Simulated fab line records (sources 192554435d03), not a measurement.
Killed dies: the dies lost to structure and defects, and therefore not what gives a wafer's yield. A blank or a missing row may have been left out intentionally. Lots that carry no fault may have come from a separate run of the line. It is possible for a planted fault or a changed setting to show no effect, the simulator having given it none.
Split-lot study	flow n5 finfet	route with 1938 steps; 7 lots, 39 wafers read

== ON THE SPLIT ==
At N5_BEOL_M9_DESCUM_16 (chemistry O2, time 7.9 s), the setting time s was moved away from the recipe's 7.9 s on 18 of the 39 wafers read, by -43.1% to +50.0%. For the rest of the wafers, this setting stayed at what the recipe calls for.

The split's own step is where the reading is taken.

== THE READING ==
CAR-ArF_of_BEOL_M9_COAT_05.thk nm (the simulator's own value, which no gauge read), in nm, at N5_BEOL_M9_DESCUM_16 (chemistry O2, time 7.9 s). The file gives no usual value for it. Here, 21 wafers ran the recipe; their average is 83.7 nm with a standard deviation of 0.24 nm.

wafer	tool, chamber at the split	time s as run, s	against the recipe	CAR-ArF_of_BEOL_M9_COAT_05.thk nm, nm	against lot-mates on the recipe
L079.1	rie diel-06, 0,2	11.85	+50.0%	81.2	-2.7
L079.3	rie diel-06, 0,2	11.85	+50.0%	81.2	-2.7
L079.2	rie diel-06, 3	7.9	recipe	84	-
L079.4	rie diel-06, 1	11.85	+50.0%	81.4	-2.5
L079.5	rie diel-06, 2,3	7.9	recipe	83.8	-
L079.6	rie diel-06, 2,3	7.9	recipe	83.8	-
L080.1	rie diel-05, 3,0,0	4.496	-43.1%	85.8	+2.1
L080.4	rie diel-05, 3,0,0	4.496	-43.1%	85.8	+2.1
L080.6	rie diel-05, 3,0,0	4.496	-43.1%	85.8	+2.1
L080.2	rie diel-05, 2	7.9	recipe	83.4	-
L080.3	rie diel-05, 1	7.9	recipe	84	-
L080.5	rie diel-05, 3	7.9	recipe	83.8	-
L083.1	rie diel-06, 1	5.628	-28.8%	84.6	+1.1
L083.2	rie diel-06, 2	7.9	recipe	83.8	-
L083.3	rie diel-06, 3	7.9	recipe	83.4	-
L083.5	rie diel-06, 3	7.9	recipe	83.4	-
L083.4	rie diel-06, 0	5.628	-28.8%	84.8	+1.3
L083.6	rie diel-06, 0	5.628	-28.8%	84.8	+1.3
L084.1	rie diel-06, 3,1,1	11.72	+48.4%	81.6	-2.3
L084.3	rie diel-06, 3,1,1	11.72	+48.4%	81.6	-2.3
L084.6	rie diel-06, 3,1,1	11.72	+48.4%	81.6	-2.3
L084.2	rie diel-06, 0	7.9	recipe	83.8	-
L084.4	rie diel-06, 2	7.9	recipe	84	-
L084.5	rie diel-06, 2	7.9	recipe	84	-
L089.1	rie diel-03, 1	7.9	recipe	83.4	-
L089.2	rie diel-03, 3,0,3	6.055	-23.4%	84.6	+1.2
L089.4	rie diel-03, 3,0,3	6.055	-23.4%	84.6	+1.2
L089.6	rie diel-03, 3,0,3	6.055	-23.4%	84.6	+1.2
L089.3	rie diel-03, 2	7.9	recipe	83.2	-
L089.5	rie diel-03, 0	7.9	recipe	83.6	-
L090.1	rie diel-06, 1,0	7.9	recipe	83.8	-
L090.3	rie diel-06, 1,0	7.9	recipe	83.8	-
L090.2	rie diel-06, 2	7.9	recipe	83.6	-
L090.4	rie diel-06, 3	11.53	+45.9%	81.4	-2.3
L090.6	rie diel-06, 3	11.53	+45.9%	81.4	-2.3
L090.5	rie diel-06, 0	11.53	+45.9%	81.6	-2.1
L097.2	rie diel-03, 0	7.9	recipe	83.6	-
L097.3	rie diel-03, 2	7.9	recipe	84	-
L097.6	rie diel-03, 1	7.9	recipe	83.8	-
If several chambers appear in one row, that row covers several wafers at once and the file leaves open which wafer was in which chamber.

THE FIT
A straight line over all 39 wafers: CAR-ArF_of_BEOL_M9_COAT_05.thk nm changes by -0.0457 nm for each +1% of time s; r = -0.99; the points scatter about the line by 0.22 nm.
The same after taking each lot's own level away (the mean of its wafers on the recipe; 39 wafers): -0.0489 nm for each +1%; r = -0.99; scatter 0.15 nm.
According to that fit, moving time s by its largest amount changes the reading by 2.4 nm.
Measured against the standard deviation above, the lots' own levels, which go from 83.40 to 83.93 nm, span 2.3 times it.
The two slopes are in agreement: the lot-to-lot level therefore moves the slope only a little.
Check: for one of the wafers moved furthest among these (+50.0%), held out of the fit, the line's prediction against its lot-mates is -2.45 nm. It came out at -2.67 nm against them.

== THESE WAFERS: OTHER SPLITS ==
Other splits were also applied to these wafers ahead of the reading. Each is held against what the fit with the lots' levels taken away leaves over:
other split on the same wafers	wafers away from the commonest value	r with CAR-ArF_of_BEOL_M9_COAT_05.thk nm (lot level and that fit taken away)
N5_BEOL_M6_CVD_78 target thk a	15	+0.09

== THE FILE'S OWN FIT ==
CAR-ArF_of_BEOL_M9_COAT_05.thk nm changes by -0.049 nm for each +1% of time s, r = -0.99.
